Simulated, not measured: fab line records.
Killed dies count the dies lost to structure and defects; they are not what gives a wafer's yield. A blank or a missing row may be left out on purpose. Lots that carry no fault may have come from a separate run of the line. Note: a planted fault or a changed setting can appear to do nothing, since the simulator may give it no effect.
Lot-split experiment | flow n5_finfet | on a route of 1938 steps: 7 lots, 21 wafers read

## THE SPLIT
At N5_BEOL_M1_ETCH_74 (etches underlayer in N2/H2, target depth 6.5 nm, time 5.2 s), the setting bias_w was moved away from the recipe's 150 W on 6 of the 21 wafers read, by -10.3% to +13.1%. This setting was run at the recipe's value on the other wafers.

The reading is taken at the split's own step.

## THE READING
rf_vpp_V, in V, at N5_BEOL_M1_ETCH_74 (etches underlayer in N2/H2, target depth 6.5 nm, time 5.2 s). Fault-free wafers of this fab line usually give 524.1 V, standard deviation 2.7 V.

wafer  | tool, chamber at the split | bias_w as run, W | against the recipe | rf_vpp_V, V | against lot-mates on the recipe
L075.1 | rie_diel-06, 0             | 150              | recipe             | 525.1       | -
L075.2 | rie_diel-06, 3             | 150              | recipe             | 517.8       | -
L075.6 | rie_diel-06, 0             | 150              | recipe             | 526.0       | -
L076.2 | rie_diel-03, 0             | 150              | recipe             | 520.1       | -
L076.4 | rie_diel-03, 1             | 150              | recipe             | 524.2       | -
L076.5 | rie_diel-03, 2             | 150              | recipe             | 520.6       | -
L079.1 | rie_diel-06, 1             | 150              | recipe             | 526.1       | -
L079.3 | rie_diel-06, 0             | 150              | recipe             | 527.8       | -
L079.6 | rie_diel-06, 3             | 150              | recipe             | 521.1       | -
L081.2 | rie_diel-03, 1             | 150              | recipe             | 523.7       | -
L081.3 | rie_diel-03, 0             | 150              | recipe             | 519.2       | -
L081.5 | rie_diel-03, 2             | 150              | recipe             | 524.5       | -
L088.3 | rie_diel-03, 3             | 169.7            | +13.1%             | 570.6       | +45.4
L088.5 | rie_diel-03, 2             | 150              | recipe             | 521.3       | -
L088.6 | rie_diel-03, 3             | 150              | recipe             | 529.1       | -
L089.1 | rie_diel-04, 1             | 158.2            | +5.5%              | 541.6       | no lot-mate on the recipe
L089.4 | rie_diel-04, 2             | 158.2            | +5.5%              | 537.0       | no lot-mate on the recipe
L089.6 | rie_diel-04, 2             | 158.2            | +5.5%              | 540.0       | no lot-mate on the recipe
L093.1 | rie_diel-03, 0             | 150              | recipe             | 520.8       | -
L093.3 | rie_diel-03, 2             | 134.6            | -10.3%             | 487.3       | -33.5
L093.4 | rie_diel-03, 1             | 134.6            | -10.3%             | 488.9       | -31.9

THE FIT
A straight line over all 21 wafers: rf_vpp_V changes by +3.41 V for each +1% of bias_w; r = +0.98; the points scatter about the line by 3.1 V.
The same after taking each lot's own level away (the mean of its wafers on the recipe; 18 wafers): +3.31 V for each +1%; r = +0.98; scatter 2.8 V.
The reading moves by 44 V for the largest change in bias_w, on that fit.
Measured against the standard deviation above, the lots' own levels, which go from 520.80 to 525.20 V, span 1.6 times it.
Hence the lot-to-lot level has little effect on the slope; both slopes agree.
Check: with one of the wafers moved furthest among these (+13.1%) left out of the fit, the line predicts +41.8 V for it against its lot-mates. Against them it came out at +45.4 V.
Tool readings at the split's step, against how far the setting was moved: rf_vpp_V r = +0.98.

## THESE WAFERS: OTHER SPLITS
Note: prior to the reading, these wafers also went through further splits. Each is held against what the fit with the lots' levels taken away leaves over:
other split on the same wafers | wafers away from the commonest value | r with rf_vpp_V (lot level and that fit taken away)
N5_BEOL_M0_ETCH_138 source_w   | 5                                    | -0.05
N5_BEOL_M1_COAT_05 spin_rpm    | 7                                    | -0.04

## THE FILE'S OWN FIT
rf_vpp_V changes by +3.35 V for each +1% of bias_w, r = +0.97.
